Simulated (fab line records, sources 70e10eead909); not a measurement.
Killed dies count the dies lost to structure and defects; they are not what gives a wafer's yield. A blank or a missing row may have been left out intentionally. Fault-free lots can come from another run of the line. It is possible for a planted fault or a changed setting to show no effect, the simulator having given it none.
What tool caused it? | flow nand harc | 6 lots (18 wafers sampled), 1 step of a 1302-step route

WHAT EACH GAUGE READ, for each wafer
NHARC_A_M0_THK_MEAS_24: measures by xrf.
lot  | measured     | on            | thk nm (nm)
L860 | day 23 19:20 | film metro-01 | 113.2 114.6 111.3
L862 | day 24 00:38 | film metro-01 | 112.1 114.4 112.8
L864 | day 25 20:13 | film metro-02 | 111.9 112.1 112.0
L868 | day 27 23:59 | film metro-02 | 112.9 113.9 113.8
L874 | day 30 09:15 | film metro-01 | 112.3 113.6 113.9
L881 | day 32 13:44 | film metro-02 | 114.5 115.8 114.1

EACH LOT AND THE TOOL THAT RAN IT (in order: tool; ch and the chambers of the sampled wafers; start)
The record holds no process step before these readings.

THE ANSWER, worked out from the rows above alone
Rule: usual is defined by the lots themselves. Put in order of their means at a reading, lots are off if they are a third of the lots or fewer, leave a main group of 4 or more, and stand apart from it by a gap of 3 or more times the standard deviation of the main group's means; of several such gaps the widest counts. A main group is skipped when, at the precision printed for the reading in the tables above, its means are all equal. Also off: a lot with no number at a reading for which 4 or more lots have one. The other lots that the step has rows for count as sound.
Nothing can be told from this: no lot is off at any reading shown.

WHAT WAS PUT IN BY THE SIMULATOR
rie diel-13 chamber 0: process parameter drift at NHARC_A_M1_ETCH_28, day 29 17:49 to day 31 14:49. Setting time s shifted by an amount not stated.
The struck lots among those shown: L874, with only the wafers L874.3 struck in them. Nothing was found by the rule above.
